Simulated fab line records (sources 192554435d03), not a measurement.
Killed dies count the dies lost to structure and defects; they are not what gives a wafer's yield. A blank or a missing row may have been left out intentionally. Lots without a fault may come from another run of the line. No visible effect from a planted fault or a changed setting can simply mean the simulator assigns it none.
Split-lot study -- flow n5_finfet -- 7 lots, 21 wafers read, on a route of 1938 steps

## THE SPLIT
At N5_BEOL_M11_ETCH_66 (etches SOC in N2/H2, target depth 120 nm, overetch 24 nm, time 180 s), the setting time_s was moved away from the recipe's 180 s on 7 of the 21 wafers read, by -19.0% to +11.2%. All remaining wafers had this setting at the recipe value.

Reading taken at the split's own step.

## THE READING
SiARC_of_BEOL_M11_COAT_64.thk_nm (the simulator's own value, which no gauge read), in nm, at N5_BEOL_M11_ETCH_66 (etches SOC in N2/H2, target depth 120 nm, overetch 24 nm, time 180 s). The file gives no usual value for it. Here, 14 wafers ran the recipe; their average is 22.9 nm with a standard deviation of 0.23 nm.

wafer,"tool, chamber at the split","time_s as run, s",against the recipe,"SiARC_of_BEOL_M11_COAT_64.thk_nm, nm",against lot-mates on the recipe
L080.2,"rie_diel-06, 3",145.8,-19.0%,24,+1.2
L080.3,"rie_diel-06, 2",145.8,-19.0%,24.4,+1.6
L080.6,"rie_diel-06, 2",180,recipe,22.8,-
L084.1,"rie_diel-02, 1",180,recipe,22.4,-
L084.2,"rie_diel-02, 3",180,recipe,23.2,-
L084.4,"rie_diel-02, 2",180,recipe,22.8,-
L083.4,"rie_diel-01, 3",180,recipe,23.2,-
L083.5,"rie_diel-01, 2",180,recipe,22.8,-
L083.6,"rie_diel-01, 1",200.2,+11.2%,22,-1.0
L085.1,"rie_diel-01, 1",180,recipe,22.8,-
L085.3,"rie_diel-01, 0",180,recipe,23.2,-
L085.4,"rie_diel-01, 3",192.9,+7.2%,22.6,-0.4
L086.1,"rie_diel-01, 2",180,recipe,22.6,-
L086.5,"rie_diel-01, 2",180,recipe,22.6,-
L086.2,"rie_diel-01, 1",180,recipe,22.8,-
L088.3,"rie_diel-01, 3",153,-15.0%,24.2,+1.2
L088.4,"rie_diel-01, 0",180,recipe,23,-
L088.6,"rie_diel-01, 2",153,-15.0%,23.8,+0.8
L092.2,"rie_diel-06, 2",180,recipe,23,-
L092.3,"rie_diel-06, 3",155.3,-13.7%,23.8,+0.9
L092.5,"rie_diel-06, 1",180,recipe,22.8,-

FIT RESULTS
A straight line over all 21 wafers: SiARC_of_BEOL_M11_COAT_64.thk_nm changes by -0.0707 nm for each +1% of time_s; r = -0.93; the points scatter about the line by 0.23 nm.
The same after taking each lot's own level away (the mean of its wafers on the recipe; 21 wafers): -0.0718 nm for each +1%; r = -0.95; scatter 0.2 nm.
On that fit, the largest move of time_s shifts the reading by 1.4 nm.
Measured against the standard deviation above, the lots' own levels, which go from 22.67 to 23.00 nm, span 1.4 times it.
Hence the lot-to-lot level has little effect on the slope; both slopes agree.
Check: with one of the wafers moved furthest among these (-19.0%) left out of the fit, the line predicts +1.4 nm for it against its lot-mates. Against them it came out at +1.2 nm.

## THESE WAFERS: OTHER SPLITS
Note: prior to the reading, these wafers also went through further splits. Each is held against what the fit with the lots' levels taken away leaves over:
other split on the same wafers,wafers away from the commonest value,r with SiARC_of_BEOL_M11_COAT_64.thk_nm (lot level and that fit taken away)
N5_BEOL_M6_EXPOSE_08 dose_mj,8,+0.05
N5_BEOL_M7_COAT_71 spin_rpm,12,-0.12
N5_BEOL_M7_DESCUM_33 time_s,9,+0.03
N5_BEOL_M9_ETCH_62 time_s,5,-0.01
N5_BEOL_M9_COAT_64 spin_rpm,5,+0.12

## FILE'S OWN FIT
SiARC_of_BEOL_M11_COAT_64.thk_nm changes by -0.0715 nm for each +1% of time_s, r = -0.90.
